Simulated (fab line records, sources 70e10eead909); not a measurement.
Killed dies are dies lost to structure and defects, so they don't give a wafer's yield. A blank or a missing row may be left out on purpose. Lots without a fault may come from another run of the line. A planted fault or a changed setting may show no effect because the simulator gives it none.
Chamber matching | flow nand_harc | NHARC_P_M2_ETCH_35 on rie_diel-12: 3 sister chambers
The step etches the open film in N2/H2, target depth 40 nm, overetch 12 nm, time 43.94 s. 3 wafers are shown with their chamber, then 6 later ones without.

WAFERS WITH THEIR CHAMBER
wafer  | chamber | showerhead_plenum_p_Torr (Torr)
L327.1 | 2       | 1.90
L332.3 | 3       | 2.05
L332.4 | 1       | 2.09

WAFERS WITHOUT THEIR CHAMBER
wafer  | showerhead_plenum_p_Torr (Torr)
L332.5 | 2.05
L340.1 | 2.08
L340.6 | 1.90
L347.1 | 2.05
L347.2 | 2.08
L347.5 | 2.08

WHICH CHAMBER EACH WENT THROUGH
wafer  | from the rows above | in truth
L332.5 | 3                   | 3
L340.1 | 1                   | 1
L340.6 | 2                   | 2
L347.1 | 3                   | 3
L347.2 | 1                   | 1
L347.5 | 1                   | 1
Placed correctly: 6 of 6. Can't be placed from these rows: 0. Placed wrongly: 0.
How it was worked out, from the rows above alone: a wafer's distance from a chamber is the root of the sum, over the readings, of the square of ((its reading less the chamber's mean) divided by the reading's scatter). The wafer belongs to the nearest chamber; if the next one is less than 2 further off, it can't be placed. A chamber's mean is the mean of its shown wafers. The scatter: with one shown wafer a chamber, the root of the mean of the squares of how far each hidden wafer lies from its nearest shown one.
